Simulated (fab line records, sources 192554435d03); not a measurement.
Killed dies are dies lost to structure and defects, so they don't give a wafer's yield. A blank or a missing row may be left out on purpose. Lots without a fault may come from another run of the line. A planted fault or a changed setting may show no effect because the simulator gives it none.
Chamber matching | flow n5_finfet | N5_BEOL_M3_PECVD_72 on pecvd-04: 3 sister chambers
The step deposits SiO2 from TEOS/O2, target thk 16 nm, time 18 s. 6 wafers are shown with their chamber, then 9 later ones without.

WAFERS WITH THEIR CHAMBER
wafer  | chamber | throttle_valve_pct (%) | heater_power_w (W)
L082.3 | 0       | 22.1                   | 731
L082.5 | 0       | 22.4                   | 698
L082.6 | 1       | 22.9                   | 818
L083.1 | 2       | 21.7                   | 763
L083.5 | 2       | 21.8                   | 763
L083.6 | 1       | 22.7                   | 907

WAFERS WITHOUT THEIR CHAMBER
wafer  | throttle_valve_pct (%) | heater_power_w (W)
L092.2 | 23.0                   | 894
L092.3 | 21.9                   | 766
L092.4 | 22.7                   | 613
L097.1 | 23.1                   | 796
L097.2 | 22.0                   | 718
L097.6 | 22.0                   | 715
L094.1 | 22.3                   | 698
L094.2 | 22.9                   | 900
L094.6 | 22.4                   | 723

WHICH CHAMBER EACH WENT THROUGH
wafer  | from the rows above     | in truth
L092.2 | 1                       | 1
L092.3 | can't be placed: 2 or 0 | 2
L092.4 | 0                       | 0
L097.1 | 1                       | 1
L097.2 | can't be placed: 0 or 2 | 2
L097.6 | can't be placed: 0 or 2 | 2
L094.1 | 0                       | 0
L094.2 | 1                       | 1
L094.6 | 0                       | 0
Placed correctly: 6 of 9. Can't be placed from these rows: 3 (the true chamber is among the candidates in 3). Placed wrongly: 0.
How it was worked out, from the rows above alone: a wafer's distance from a chamber is the root of the sum, over the readings, of the square of ((its reading less the chamber's mean) divided by the reading's scatter). The wafer belongs to the nearest chamber; if the next one is less than 2 further off, it can't be placed. A chamber's mean is the mean of its shown wafers. The scatter: the root of (the sum of the squares of (reading less its chamber's mean) over the shown wafers, divided by (wafers less chambers)).
